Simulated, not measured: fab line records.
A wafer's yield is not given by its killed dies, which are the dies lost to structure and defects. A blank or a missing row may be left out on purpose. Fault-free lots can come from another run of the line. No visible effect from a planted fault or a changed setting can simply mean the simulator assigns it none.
A struck lot beside a sound one	flow nand_harc	15 steps out of a route of 1302
Sound: the wafers L929.4, L929.5, L929.6. Wafers struck: L937.1, L937.3, L937.5. The cause comes at the end.
For every step that has rows: the tool of each side, followed by ch and its chambers, followed by its first start. Under that, the readings that differ: sound wafers	struck wafers	difference of the means	sigmas: that difference in standard deviations of wafers without a fault.
alike: readings whose means differ by less than 2 such deviations, and words and numbers that are the same on both sides. not compared: withheld readings, readings that some wafer has no value for, bounds like >300 that may hide the same value, and numbers for which the record gives no deviation and whose values overlap.
The two part at a step that has a row with sigmas, a row that says differs or no value, or rows on one side only. Numbers that have no deviation but don't overlap get no sigmas and don't part them. A reading missing from all wafers of one side parts the sides only when that side holds two or more wafers.

first, 2 steps without rows for these wafers: NHARC_P_STI_SRD_39; NHARC_P_STI_OXIDE_40 (material SiO2, target thk 10 nm, ox time 1362 s).
NHARC_P_STI_INSPECT_25:
  sound on defect_inspect-01, day 7 14:08; struck on defect_inspect-01, day 10 16:50
  alike: raw_defect_count
then, 9 steps without rows for these wafers: NHARC_P_GATE_ETCH_69 (etches SiO2 in dHF, target depth 14 nm); NHARC_P_GATE_PRECLEAN_70 (cleans in SC1); NHARC_P_GATE_SRD_01; NHARC_P_GATE_OXIDE_02 (material SiO2, target thk 37.5 nm, ox time 365 s); NHARC_P_GATE_DEHYDRATE_03 (time 120 s); NHARC_P_GATE_HMDS_04 (time 30 s); NHARC_P_GATE_COAT_05; NHARC_P_GATE_SOFTBAKE_06 (time 95 s); NHARC_P_GATE_EBR_07.
NHARC_P_GATE_EXPOSE_08: exposes mask P HV.
  sound on krf_scanner-04 ch 0, day 7 23:22; struck on krf_scanner-04 ch 0, day 11 01:59
reading	sound	struck	difference	sigmas
exposure_dose_mJ_cm2	16.732 16.738 16.781	16.422 16.392 16.428	-0.336	-19
  alike: mask
then, 1 step without rows for these wafers: NHARC_P_GATE_PEB_09 (peb time 85 s).
-- break in the record here, with 21 days between the starts of the struck wafers on either side (left off in module P_GATE, picked up again in module END, where the first step shown is number 1302 on the route) --
NHARC_END_SORT_01:
  sound on prober-01 ch 0, day 28 03:49; struck on prober-01 ch 0, day 31 14:05
reading	sound	struck	difference	sigmas
killed_at_array	28 27 22	81 87 81	+57	+2
killed_at_other	6 2 4	3 0 0	-3	-2
killed_dies	39 34 33	86 90 86	+52	+2
  alike: killed_at_periphery, killed_open, killed_short

== WHERE THEY PART ==
Earliest at NHARC_P_GATE_EXPOSE_08; latest, in this record, at NHARC_END_SORT_01.

WHY: whatever the simulator had introduced
Drift in process parameters on krf_scanner-04 at NHARC_P_GATE_EXPOSE_08, starting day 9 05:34. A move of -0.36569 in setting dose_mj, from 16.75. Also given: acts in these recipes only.
